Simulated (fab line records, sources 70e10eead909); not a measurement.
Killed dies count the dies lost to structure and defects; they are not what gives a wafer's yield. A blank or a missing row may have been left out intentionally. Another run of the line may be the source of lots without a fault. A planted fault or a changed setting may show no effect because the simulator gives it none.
Which tool is to blame? || flow nand-harc || 24 lots, 72 wafers sampled, at 4 steps of a route of 1159

WHAT EACH GAUGE READ, for each wafer
NHARC_A_M0_CD_MEAS_09: target cd 80 nm. Usual: cd-nm reads 79.8 nm (standard deviation 0.72).
{"lot": "L075", "measured": "day 17 11:28", "on": "cd-sem-01", "cd-nm (nm)": "79.9 80.0 79.4", "flag": ""}
{"lot": "L074", "measured": "day 17 14:47", "on": "cd-sem-03", "cd-nm (nm)": "80.3 80.1 80.3", "flag": ""}
{"lot": "L077", "measured": "day 17 20:39", "on": "cd-sem-03", "cd-nm (nm)": "79.8 80.5 80.7", "flag": ""}
{"lot": "L076", "measured": "day 17 22:52", "on": "cd-sem-03", "cd-nm (nm)": "80.7 80.6 80.2", "flag": ""}
{"lot": "L079", "measured": "day 18 10:40", "on": "cd-sem-02", "cd-nm (nm)": "79.2 78.8 78.7", "flag": ""}
{"lot": "L080", "measured": "day 18 16:20", "on": "cd-sem-03", "cd-nm (nm)": "81.6 80.2 79.8", "flag": ""}
{"lot": "L081", "measured": "day 18 19:36", "on": "cd-sem-02", "cd-nm (nm)": "80.2 80.4 79.2", "flag": ""}
{"lot": "L078", "measured": "day 19 00:56", "on": "cd-sem-02", "cd-nm (nm)": "80.8 80.9 80.8", "flag": ""}
{"lot": "L083", "measured": "day 19 09:40", "on": "cd-sem-03", "cd-nm (nm)": "78.7 78.6 79.4", "flag": ""}
{"lot": "L082", "measured": "day 19 21:08", "on": "cd-sem-01", "cd-nm (nm)": "79.6 79.7 80.4", "flag": ""}
{"lot": "L084", "measured": "day 19 21:37", "on": "cd-sem-03", "cd-nm (nm)": "78.7 78.8 78.6", "flag": ""}
{"lot": "L088", "measured": "day 20 11:43", "on": "cd-sem-02", "cd-nm (nm)": "79.1 80.0 79.5", "flag": ""}
{"lot": "L086", "measured": "day 20 18:23", "on": "cd-sem-03", "cd-nm (nm)": "78.6 79.3 79.9", "flag": ""}
{"lot": "L085", "measured": "day 20 19:01", "on": "cd-sem-03", "cd-nm (nm)": "80.1 79.8 80.3", "flag": ""}
{"lot": "L087", "measured": "day 20 19:20", "on": "cd-sem-02", "cd-nm (nm)": "79.3 79.8 79.8", "flag": ""}
{"lot": "L090", "measured": "day 21 00:23", "on": "cd-sem-03", "cd-nm (nm)": "80.0 80.5 81.6", "flag": ""}
{"lot": "L089", "measured": "day 21 13:08", "on": "cd-sem-03", "cd-nm (nm)": "80.7 80.6 80.1", "flag": ""}
{"lot": "L093", "measured": "day 22 01:17", "on": "cd-sem-02", "cd-nm (nm)": "78.9 80.4 79.6", "flag": ""}
{"lot": "L092", "measured": "day 22 06:21", "on": "cd-sem-03", "cd-nm (nm)": "79.2 78.6 79.3", "flag": ""}
{"lot": "L091", "measured": "day 22 07:03", "on": "cd-sem-02", "cd-nm (nm)": "80.8 81.0 80.8", "flag": ""}
{"lot": "L094", "measured": "day 22 19:41", "on": "cd-sem-03", "cd-nm (nm)": "79.7 79.5 79.5", "flag": ""}
{"lot": "L096", "measured": "day 23 03:40", "on": "cd-sem-02", "cd-nm (nm)": "79.4 79.9 81.0", "flag": ""}
{"lot": "L095", "measured": "day 23 13:38", "on": "cd-sem-01", "cd-nm (nm)": "79.5 79.4 80.3", "flag": ""}
{"lot": "L097", "measured": "day 23 23:35", "on": "cd-sem-02", "cd-nm (nm)": "79.3 79.4 79.1", "flag": ""}

EACH LOT AND THE TOOL THAT RAN IT (in order: tool; ch and the chambers of the sampled wafers; start)
{"lot": "L075", "NHARC_A_CONTACT_ETCH_126": "har-cap-etch-03 ch 0,1, day 16 10:55", "NHARC_A_CONTACT_ETCH_127": "har-cap-etch-03 ch 0,1, day 16 11:03", "NHARC_A_CONTACT_ETCH_133": "har-cap-etch-03 ch 0,1, day 16 11:56"}
{"lot": "L074", "NHARC_A_CONTACT_ETCH_126": "har-cap-etch-02 ch 0,1, day 16 11:32", "NHARC_A_CONTACT_ETCH_127": "har-cap-etch-02 ch 0,1, day 16 11:41", "NHARC_A_CONTACT_ETCH_133": "har-cap-etch-02 ch 0,1, day 16 12:33"}
{"lot": "L077", "NHARC_A_CONTACT_ETCH_126": "har-cap-etch-03 ch 0,1, day 16 22:04", "NHARC_A_CONTACT_ETCH_127": "har-cap-etch-03 ch 0,1, day 16 22:13", "NHARC_A_CONTACT_ETCH_133": "har-cap-etch-03 ch 0,1, day 16 23:06"}
{"lot": "L076", "NHARC_A_CONTACT_ETCH_126": "har-cap-etch-02 ch 0,1, day 17 00:20", "NHARC_A_CONTACT_ETCH_127": "har-cap-etch-02 ch 0,1, day 17 00:28", "NHARC_A_CONTACT_ETCH_133": "har-cap-etch-02 ch 0,1, day 17 01:22"}
{"lot": "L079", "NHARC_A_CONTACT_ETCH_126": "har-cap-etch-03 ch 0,1, day 17 15:47", "NHARC_A_CONTACT_ETCH_127": "har-cap-etch-03 ch 0,1, day 17 15:55", "NHARC_A_CONTACT_ETCH_133": "har-cap-etch-03 ch 0,1, day 17 16:49"}
{"lot": "L080", "NHARC_A_CONTACT_ETCH_126": "har-cap-etch-01 ch 0,1, day 17 19:25", "NHARC_A_CONTACT_ETCH_127": "har-cap-etch-01 ch 0,1, day 17 19:33", "NHARC_A_CONTACT_ETCH_133": "har-cap-etch-01 ch 0,1, day 17 20:25"}
{"lot": "L081", "NHARC_A_CONTACT_ETCH_126": "har-cap-etch-01 ch 0,1, day 18 00:38", "NHARC_A_CONTACT_ETCH_127": "har-cap-etch-01 ch 0,1, day 18 00:46", "NHARC_A_CONTACT_ETCH_133": "har-cap-etch-01 ch 0,1, day 18 01:38"}
{"lot": "L078", "NHARC_A_CONTACT_ETCH_126": "har-cap-etch-01 ch 0,1, day 18 07:02", "NHARC_A_CONTACT_ETCH_127": "har-cap-etch-01 ch 0,1, day 18 07:11", "NHARC_A_CONTACT_ETCH_133": "har-cap-etch-01 ch 0,1, day 18 08:04"}
{"lot": "L083", "NHARC_A_CONTACT_ETCH_126": "har-cap-etch-02 ch 1, day 18 11:58", "NHARC_A_CONTACT_ETCH_127": "har-cap-etch-02 ch 1, day 18 12:07", "NHARC_A_CONTACT_ETCH_133": "har-cap-etch-02 ch 1, day 18 12:59"}
{"lot": "L082", "NHARC_A_CONTACT_ETCH_126": "har-cap-etch-03 ch 0,1, day 19 03:28", "NHARC_A_CONTACT_ETCH_127": "har-cap-etch-03 ch 0,1, day 19 03:36", "NHARC_A_CONTACT_ETCH_133": "har-cap-etch-03 ch 0,1, day 19 04:28"}
{"lot": "L084", "NHARC_A_CONTACT_ETCH_126": "har-cap-etch-02 ch 0,1, day 19 03:46", "NHARC_A_CONTACT_ETCH_127": "har-cap-etch-02 ch 0,1, day 19 03:54", "NHARC_A_CONTACT_ETCH_133": "har-cap-etch-02 ch 0,1, day 19 04:49"}
{"lot": "L088", "NHARC_A_CONTACT_ETCH_126": "har-cap-etch-02 ch 0,1, day 19 16:53", "NHARC_A_CONTACT_ETCH_127": "har-cap-etch-02 ch 0,1, day 19 17:02", "NHARC_A_CONTACT_ETCH_133": "har-cap-etch-02 ch 0,1, day 19 17:53"}
{"lot": "L086", "NHARC_A_CONTACT_ETCH_126": "har-cap-etch-01 ch 0,1, day 19 18:39", "NHARC_A_CONTACT_ETCH_127": "har-cap-etch-01 ch 0,1, day 19 18:47", "NHARC_A_CONTACT_ETCH_133": "har-cap-etch-01 ch 0,1, day 19 19:39"}
{"lot": "L085", "NHARC_A_CONTACT_ETCH_126": "har-cap-etch-03 ch 0,1, day 19 21:21", "NHARC_A_CONTACT_ETCH_127": "har-cap-etch-03 ch 0,1, day 19 21:29", "NHARC_A_CONTACT_ETCH_133": "har-cap-etch-03 ch 0,1, day 19 22:22"}
{"lot": "L087", "NHARC_A_CONTACT_ETCH_126": "har-cap-etch-02 ch 0,1, day 19 22:31", "NHARC_A_CONTACT_ETCH_127": "har-cap-etch-02 ch 0,1, day 19 22:39", "NHARC_A_CONTACT_ETCH_133": "har-cap-etch-02 ch 0,1, day 19 23:30"}
{"lot": "L090", "NHARC_A_CONTACT_ETCH_126": "har-cap-etch-02 ch 0,1, day 20 09:21", "NHARC_A_CONTACT_ETCH_127": "har-cap-etch-02 ch 0,1, day 20 09:29", "NHARC_A_CONTACT_ETCH_133": "har-cap-etch-02 ch 0,1, day 20 10:25"}
{"lot": "L089", "NHARC_A_CONTACT_ETCH_126": "har-cap-etch-03 ch 0,1, day 20 10:20", "NHARC_A_CONTACT_ETCH_127": "har-cap-etch-03 ch 0,1, day 20 10:29", "NHARC_A_CONTACT_ETCH_133": "har-cap-etch-03 ch 0,1, day 20 11:20"}
{"lot": "L093", "NHARC_A_CONTACT_ETCH_126": "har-cap-etch-02 ch 0,1, day 20 22:40", "NHARC_A_CONTACT_ETCH_127": "har-cap-etch-02 ch 0,1, day 20 22:49", "NHARC_A_CONTACT_ETCH_133": "har-cap-etch-02 ch 0,1, day 20 23:42"}
{"lot": "L092", "NHARC_A_CONTACT_ETCH_126": "har-cap-etch-03 ch 0,1, day 21 03:29", "NHARC_A_CONTACT_ETCH_127": "har-cap-etch-03 ch 0,1, day 21 03:37", "NHARC_A_CONTACT_ETCH_133": "har-cap-etch-03 ch 0,1, day 21 04:29"}
{"lot": "L091", "NHARC_A_CONTACT_ETCH_126": "har-cap-etch-01 ch 0,1, day 21 07:02", "NHARC_A_CONTACT_ETCH_127": "har-cap-etch-01 ch 0,1, day 21 07:11", "NHARC_A_CONTACT_ETCH_133": "har-cap-etch-01 ch 0,1, day 21 08:03"}
{"lot": "L094", "NHARC_A_CONTACT_ETCH_126": "har-cap-etch-03 ch 0,1, day 21 21:30", "NHARC_A_CONTACT_ETCH_127": "har-cap-etch-03 ch 0,1, day 21 21:38", "NHARC_A_CONTACT_ETCH_133": "har-cap-etch-03 ch 0,1, day 21 22:31"}
{"lot": "L096", "NHARC_A_CONTACT_ETCH_126": "har-cap-etch-02 ch 0,1, day 22 06:59", "NHARC_A_CONTACT_ETCH_127": "har-cap-etch-02 ch 0,1, day 22 07:07", "NHARC_A_CONTACT_ETCH_133": "har-cap-etch-02 ch 0,1, day 22 07:58"}
{"lot": "L095", "NHARC_A_CONTACT_ETCH_126": "har-cap-etch-01 ch 0,1, day 22 07:23", "NHARC_A_CONTACT_ETCH_127": "har-cap-etch-01 ch 0,1, day 22 07:31", "NHARC_A_CONTACT_ETCH_133": "har-cap-etch-01 ch 0,1, day 22 08:23"}
{"lot": "L097", "NHARC_A_CONTACT_ETCH_126": "har-cap-etch-03 ch 0,1, day 22 20:01", "NHARC_A_CONTACT_ETCH_127": "har-cap-etch-03 ch 0,1, day 22 20:10", "NHARC_A_CONTACT_ETCH_133": "har-cap-etch-03 ch 0,1, day 22 21:02"}
- NHARC_A_CONTACT_ETCH_126: etches the open film in C4F8/O2/Ar, time 155 s, target depth 956 nm.
- NHARC_A_CONTACT_ETCH_127: etches the open film in C4F8/O2/Ar, time 155 s, target depth 956 nm.
- NHARC_A_CONTACT_ETCH_133: etches the open film in C4F8/O2/Ar, time 195 s, target depth 840 nm.

AS READ BY THE TOOLS THEMSELVES (means over the sampled wafers that have a number; for cases with no such wafer, the mark the record gives instead)
The record holds no such reading with a usual standard deviation.

THE ANSWER, worked out from the rows above alone
Rule: a lot counts as off when the mean over its wafers that have a number is more than 3 standard deviations away from the usual mean. Also off: a lot with no number at a reading for which 4 or more lots have one. Any other lot the step has rows for is counted as sound. The gauges are gone through in route order, then the tools' own readings, and for those a lot's mean is taken as printed above. The first step at which some lot is off is used, and at that step the reading that is off furthest; a lot without a number counts as furthest.
No lot is off on any of the readings shown, so nothing can be concluded from this.

WHAT THE SIMULATOR HAD INSERTED
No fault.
